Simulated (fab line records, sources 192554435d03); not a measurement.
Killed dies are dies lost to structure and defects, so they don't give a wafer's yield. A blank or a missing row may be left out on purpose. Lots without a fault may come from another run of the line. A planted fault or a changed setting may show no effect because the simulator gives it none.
Chamber matching | flow n5_finfet | N5_BEOL_M13_TRENCH_ETCH_34 on rie_diel-06: 4 sister chambers
The step etches SiOC in C4F8/O2/Ar, target depth 413.47 nm, time 162.6 s. 16 wafers are shown with their chamber, then 8 later ones without.

WAFERS WITH THEIR CHAMBER
wafer  | chamber | drypump_motor_current_A (A) | showerhead_plenum_p_Torr (Torr) | throttle_valve_pct (%)
L074.3 | 0       | 6.4                         | 3.50                            | 24.57
L074.4 | 1       | 5.2                         | 3.48                            | 23.97
L074.5 | 1       | 5.2                         | 3.48                            | 23.96
L078.1 | 1       | 5.2                         | 3.47                            | 23.99
L078.3 | 2       | 6.4                         | 3.28                            | 24.37
L078.4 | 3       | 5.2                         | 3.43                            | 24.48
L081.1 | 3       | 5.2                         | 3.43                            | 24.48
L081.3 | 0       | 6.5                         | 3.50                            | 24.32
L081.4 | 2       | 6.4                         | 3.28                            | 24.39
L092.2 | 3       | 5.2                         | 3.42                            | 24.51
L092.3 | 1       | 5.2                         | 3.46                            | 24.01
L092.4 | 2       | 6.4                         | 3.27                            | 24.38
L089.2 | 3       | 5.2                         | 3.42                            | 24.52
L089.4 | 2       | 6.4                         | 3.27                            | 24.40
L089.5 | 2       | 6.4                         | 3.27                            | 24.41
L091.1 | 0       | 6.4                         | 3.49                            | 24.35

SIGNATURES (means of the wafers above)
reading                  | chamber 0 | chamber 1 | chamber 2 | chamber 3 | scatter within a chamber
drypump_motor_current_A  | 6.433     | 5.200     | 6.400     | 5.200     | 0.0236
showerhead_plenum_p_Torr | 3.4967    | 3.4725    | 3.2740    | 3.4250    | 0.00684
throttle_valve_pct       | 24.4133   | 23.9825   | 24.3900   | 24.4975   | 0.0585
Rule: a wafer's distance from a chamber is the root of the sum, over the readings, of the square of ((its reading less the chamber's mean) divided by the reading's scatter). The wafer belongs to the nearest chamber; if the next one is less than 2 further off, it can't be placed. The scatter: the root of (the sum of the squares of (reading less its chamber's mean) over the shown wafers, divided by (wafers less chambers)).

WAFERS WITHOUT THEIR CHAMBER
wafer  | drypump_motor_current_A (A) | showerhead_plenum_p_Torr (Torr) | throttle_valve_pct (%)
L091.3 | 6.4                         | 3.27                            | 24.41
L091.4 | 5.2                         | 3.42                            | 24.51
L097.1 | 6.4                         | 3.48                            | 24.35
L097.2 | 5.2                         | 3.45                            | 24.03
L097.6 | 6.4                         | 3.48                            | 24.36
L095.1 | 5.2                         | 3.41                            | 24.52
L095.4 | 6.4                         | 3.26                            | 24.43
L095.6 | 5.2                         | 3.41                            | 24.52

WHICH CHAMBER EACH WENT THROUGH
wafer  | from the rows above | in truth
L091.3 | 2                   | 2
L091.4 | 3                   | 3
L097.1 | 0                   | 0
L097.2 | 1                   | 1
L097.6 | 0                   | 0
L095.1 | 3                   | 3
L095.4 | 2                   | 2
L095.6 | 3                   | 3
Placed correctly: 8 of 8. Can't be placed from these rows: 0. Placed wrongly: 0.
